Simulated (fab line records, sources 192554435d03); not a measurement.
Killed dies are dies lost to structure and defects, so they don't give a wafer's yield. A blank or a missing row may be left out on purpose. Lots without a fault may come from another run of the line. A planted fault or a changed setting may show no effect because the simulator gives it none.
fab line records | flow n5_finfet | part 2 of 2: steps 5 to 6 of 6
record lots=23 wafers=69 last_day=22
route steps=1938 shown BEOL_M12@1633 BEOL_M13@1679
lots that met no fault: from a run of the same line without faults
start_h: hours from the record's first day to the start of the lot's first wafer shown | wait_h: hours since the lot's step before | " the same as in the row above | L1.1+2: a row that stands for several wafers | - no value, or no start given | * or withheld: withheld | < > ~ a bound
route shown NAME@n: a module of which the file shows steps, and the number in the route of the first | usual: mean/standard deviation of fault-free wafers | same: alike in all rows | chamber/n: place in a boat | sites: the reading at each site | _std_site: their standard deviation | _edge_site: outer sites' mean less inner sites' | radius_mm: how far each site lies from the wafer's centre | mask NAME#n: copy n | behind: the tool/chamber that last shaped the wafer | hold: why the lot was held/for how many hours/how that ended | device: the transistor (n, p or np) that didn't switch | end of line: the same wafers' tests at the end of the route | a step without rows: its recipe alone | killed: dies lost to structure and defects at the first sort, not the wafer's yield | map: a wafer's dies, x killed, . not, _ none there
set.NAME: the setting as run; set.NAME@STEP: as run at that earlier step | model.NAME: the simulator's own value behind a step, which no gauge read
steps of the route over a sample of lots; a table a step, a row a wafer
services: from which hour (start_h, from the record's first day; less than 0 if before it) a tool's chamber was out of use, for how many hours, and why
## steps
# step N5_BEOL_M13_OVL_MEAS_29
# recipe points_per_wafer=44
# usual M13_OVL=-1/5.3
# columns lot.wafer tool chamber start_h wait_h M13_OVL[nm]
L074.1 overlay-02 0 259.48 0.0 -6
L074.3 " 0 " " -10
L074.5 " 0 " " -6
L077.1 overlay-02 0 298.14 0.0 5
L077.4 " 0 " " -9
L077.6 " 0 " " -8
L076.4 overlay-01 0 303.49 0.0 -10
L076.5 " 0 " " -3
L076.6 " 0 " " -5
L078.4 overlay-01 0 313.58 0.0 -2
L078.5 " 0 " " 5
L078.6 " 0 " " 0
L079.1 overlay-02 0 316.64 0.0 1
L079.3 " 0 " " -2
L079.4 " 0 " " 1
L080.3 overlay-01 0 329.50 0.0 2
L080.4 " 0 " " 1
L080.5 " 0 " " 7
L081.1 overlay-02 0 360.99 0.0 -1
L081.2 " 0 " " 4
L081.4 " 0 " " 4
L083.2 overlay-02 0 384.83 0.0 -1
L083.3 " 0 " " -2
L083.4 " 0 " " -5
L084.4 overlay-01 0 390.72 0.0 0
L084.5 " 0 " " -6
L084.6 " 0 " " -3
L085.1 overlay-01 0 398.76 0.0 5
L085.2 " 0 " " -11
L085.6 " 0 " " -8
L086.3 overlay-01 0 403.38 0.0 -11
L086.5 " 0 " " -5
L086.6 " 0 " " -3
L090.3 overlay-02 0 419.21 0.0 2
L090.5 " 0 " " 8
L090.6 " 0 " " 3
L087.2 overlay-01 0 420.08 0.0 -1
L087.4 " 0 " " -5
L087.6 " 0 " " -1
L088.2 overlay-02 0 432.16 0.0 -1
L088.5 " 0 " " 3
L088.6 " 0 " " 6
L095.4 overlay-02 0 445.20 0.0 0
L095.5 " 0 " " -2
L095.6 " 0 " " -6
L097.3 overlay-01 0 445.59 0.0 -11
L097.4 " 0 " " -7
L097.5 " 0 " " -4
L091.1 overlay-02 0 448.40 0.0 3
L091.2 " 0 " " 4
L091.3 " 0 " " -2
L092.1 overlay-01 0 464.69 0.0 2
L092.2 " 0 " " -4
L092.5 " 0 " " -3
L094.1 overlay-01 0 470.45 0.0 1
L094.5 " 0 " " 1
L094.6 " 0 " " 4
L089.1 overlay-02 0 472.66 0.0 -1
L089.2 " 0 " " -3
L089.3 " 0 " " -9
L096.3 overlay-01 0 477.39 0.0 -6
L096.4 " 0 " " 6
L096.6 " 0 " " 8
L093.1 overlay-02 0 482.48 0.0 -1
L093.4 " 0 " " -9
L093.5 " 0 " " 2
L082.1 overlay-02 0 483.73 0.0 1
L082.3 " 0 " " -8
L082.6 " 0 " " 2
# step N5_BEOL_M13_ETCH_68
# recipe chemistry=N2/H2 target=SOC mask_material=SiARC source_w=3000 bias_w=350 temp_c=40 time_s=355 ion_energy_ev=200 pressure_mtorr=30 n2_flow_sccm=200 h2_flow_sccm=200
# usual bias_w=350.1/1 chamber_pressure_mTorr=30.001/0.029 drypump_motor_current_A=5.8/0.35 oes_product_au=0.82/0.062 rf_vpp_V=524.1/2.5 showerhead_plenum_p_Torr=2.55/0.088 throttle_valve_pct=17.76/0.19
# same time_s=355
# columns lot.wafer tool chamber start_h wait_h bias_w chamber_pressure_mTorr drypump_motor_current_A oes_product_au rf_hours_counter_h rf_vpp_V showerhead_plenum_p_Torr throttle_valve_pct
L074.1 rie_diel-01 3 259.72 0.1 351.0 30.084 6.1 0.87 54 523.7 2.59 17.64
L074.3 " 0 " " 349.6 29.959 5.4 0.88 34 522.2 2.49 17.72
L074.5 " 3 " " 351.6 29.966 6.1 0.87 - 525.3 2.59 17.62
L077.1 rie_diel-03 3 298.38 0.1 349.7 30.005 6.2 0.79 127 520.8 2.44 17.56
L077.4 " 2 " " 348.8 30.018 5.8 0.80 - 523.1 2.58 17.80
L077.6 " 3 " " 351.7 29.991 6.2 0.78 - 520.4 2.44 17.56
L076.4 rie_diel-03 0 303.83 0.1 351.8 30.021 6.0 0.82 - 521.9 2.47 17.89
L076.5 " 3 " " 350.0 29.939 6.2 0.78 - 521.8 2.44 17.54
L076.6 " 2 " " 352.0 29.984 5.8 0.81 - 525.3 2.57 17.80
L078.4 rie_diel-03 0 314.01 0.1 349.2 30.019 6.0 0.82 - 522.6 2.47 17.88
L078.5 " 3 " " 349.7 30.005 6.2 0.77 - 520.4 2.44 17.56
L078.6 " 2 " " 350.0 30.009 5.9 0.80 - 524.9 2.57 17.83
L079.1 rie_diel-06 0 316.88 0.1 347.2 30.002 6.5 0.74 181 527.3 2.63 17.84
L079.3 " 1 " " 352.2 29.979 6.3 0.89 42 522.3 2.49 17.79
L079.4 " 1 " " 350.4 29.963 6.3 0.89 - 522.6 2.49 17.80
L080.3 rie_diel-06 2 329.73 0.1 348.5 30.056 5.5 0.76 146 525.4 2.55 17.70
L080.4 " 3 " " 349.2 29.976 5.8 0.96 3 528.9 2.72 17.27
L080.5 " 3 " " 349.8 30.017 5.8 0.97 - 528.9 2.72 17.28
L081.1 rie_diel-06 0 361.23 0.1 350.4 30.036 6.5 0.72 190 527.3 2.63 17.84
L081.2 " 3 " " 349.1 29.988 5.8 0.93 10 527.8 2.71 17.28
L081.4 " 2 " " 350.2 29.984 5.5 0.75 152 525.2 2.55 17.69
L083.2 rie_diel-01 0 385.07 0.1 350.5 29.959 5.4 0.84 63 523.1 2.48 17.77
L083.3 " 3 " " 348.9 29.981 6.1 0.84 80 525.4 2.58 17.67
L083.4 " 1 " " 350.2 29.997 5.6 0.89 31 527.0 2.71 17.80
L084.4 rie_diel-01 0 390.96 0.1 350.0 30.019 5.4 0.85 65 522.0 2.48 17.77
L084.5 " 0 " " 350.4 29.989 5.4 0.84 - 523.0 2.47 17.77
L084.6 " 1 " " 350.4 29.945 5.6 0.89 - 527.9 2.71 17.80
L085.1 rie_diel-03 3 399.32 0.1 349.0 30.026 6.2 0.75 157 522.0 2.43 17.61
L085.2 " 1 " " 350.2 30.003 5.2 0.92 19 524.4 2.60 17.30
L085.6 " 1 " " 349.6 29.980 5.2 0.93 - 525.7 2.60 17.31
L086.3 rie_diel-01 3 403.62 0.1 349.2 29.998 6.1 0.83 86 522.9 2.58 17.70
L086.5 " 1 " " 351.0 29.987 5.7 0.89 - 528.9 2.70 17.82
L086.6 " 0 " " 352.0 30.013 5.4 0.84 - 522.3 2.47 17.77
L090.3 rie_diel-03 0 419.66 0.1 350.6 30.006 6.0 0.79 105 520.9 2.46 17.95
L090.5 " 0 " " 349.3 30.023 6.0 0.79 - 522.5 2.46 17.96
L090.6 " 3 " " 349.6 30.027 6.1 0.74 - 521.4 2.43 17.60
L087.2 rie_diel-01 0 420.49 0.1 349.3 30.032 5.4 0.83 73 522.0 2.47 17.79
L087.4 " 2 " " 350.6 30.021 5.7 0.76 131 523.7 2.55 18.08
L087.6 " 2 " " 349.6 29.969 5.7 0.76 - 522.9 2.55 18.07
L088.2 rie_diel-06 3 432.40 0.1 351.0 30.013 5.8 0.89 26 528.3 2.71 17.30
L088.5 " 1 " " 349.3 30.018 6.3 0.84 - 522.2 2.48 17.85
L088.6 " 2 " " 350.4 29.970 5.5 0.74 - 525.1 2.54 17.74
L095.4 rie_diel-01 2 445.82 0.1 349.1 30.010 5.7 0.75 139 523.8 2.55 18.11
L095.5 " 0 " " 349.8 29.981 5.4 0.82 - 522.5 2.47 17.79
L095.6 " 3 " " 350.4 29.961 6.0 0.80 - 524.8 2.57 17.73
L097.3 rie_diel-06 1 445.93 0.1 350.1 30.014 6.3 0.85 70 522.6 2.48 17.84
L097.4 " 3 " " 349.5 29.934 5.8 0.89 30 527.1 2.71 17.33
L097.5 " 2 " " 348.9 30.010 5.5 0.74 - 522.1 2.54 17.74
L091.1 rie_diel-01 0 448.64 0.1 349.2 30.065 5.4 0.82 81 522.3 2.47 17.80
L091.2 " 3 " " 352.4 29.987 6.1 0.82 100 523.6 2.57 17.70
L091.3 " 2 " " 350.1 30.005 5.7 0.76 141 523.2 2.55 18.10
L092.1 rie_diel-06 0 465.07 0.1 348.4 29.982 6.5 0.71 213 525.0 2.62 17.88
L092.2 " 2 " " 352.1 29.982 5.5 0.74 178 524.2 2.54 17.74
L092.5 " 1 " " 349.5 29.994 6.3 0.84 - 522.4 2.47 17.87
L094.1 rie_diel-01 0 470.68 0.1 350.8 30.002 5.4 0.79 88 521.5 2.47 17.80
L094.5 " 1 " " 350.3 30.020 5.6 0.84 - 528.5 2.69 17.86
L094.6 " 0 " " 349.9 30.005 5.4 0.80 - 521.6 2.46 17.81
L089.1 rie_diel-01 0 472.98 0.1 349.3 30.002 5.4 0.80 88 522.5 2.46 17.81
L089.2 " 2 " " 349.6 29.986 5.7 0.74 149 523.0 2.54 18.12
L089.3 " 3 " " 348.6 29.955 6.1 0.80 108 524.5 2.57 17.74
L096.3 rie_diel-03 1 477.63 0.1 350.8 30.019 5.2 0.89 39 526.7 2.59 17.34
L096.4 " 3 " " 350.5 29.994 6.2 0.74 178 520.2 2.42 17.66
L096.6 " 3 " " 350.2 30.033 6.2 0.74 - 520.1 2.42 17.65
L093.1 rie_diel-06 2 482.72 0.1 350.0 29.988 5.5 0.73 183 523.9 2.53 17.76
L093.4 " 3 " " 350.0 30.000 5.8 0.87 40 527.4 2.70 17.34
L093.5 " 2 " " 350.5 29.978 5.5 0.73 - 524.2 2.53 17.75
L082.1 rie_diel-03 1 483.97 0.1 348.5 30.049 5.2 0.89 40 524.2 2.59 17.34
L082.3 " 3 " " 351.3 29.980 6.2 0.74 181 520.8 2.42 17.64
L082.6 " 2 " " 351.7 29.981 5.8 0.75 - 523.3 2.55 17.88
## services
# columns tool chamber start_h hours kind
rie_diel-02 - 238.40 0.2 repair
rie_diel-02 0 251.28 2.0 repair
rie_diel-01 2 254.21 11.8 repair
rie_diel-05 2 261.55 - clean
rie_diel-05 2 261.55 - consumable_replace:focus_ring
rie_diel-06 3 270.58 2.7 repair
rie_diel-04 2 292.39 - clean
rie_diel-04 2 292.39 - consumable_replace:focus_ring
rie_diel-04 2 292.39 17.3 scheduled_down
rie_diel-04 2 292.39 17.3 vent_cycle
rie_diel-01 0 323.77 1.3 repair
rie_diel-05 1 333.99 5.9 repair
rie_diel-02 3 335.79 4.6 repair
rie_diel-04 3 382.33 7.4 repair
rie_diel-04 0 393.93 4.7 repair
rie_diel-05 3 401.01 - clean
rie_diel-05 3 401.01 - consumable_replace:focus_ring
rie_diel-05 3 401.01 23.6 scheduled_down
rie_diel-05 3 401.01 23.6 vent_cycle
rie_diel-04 0 401.55 15.5 repair
rie_diel-02 0 421.32 2.2 repair
rie_diel-01 - 424.75 0.6 repair
rie_diel-02 0 466.35 8.4 repair
rie_diel-05 3 471.18 44.2 repair
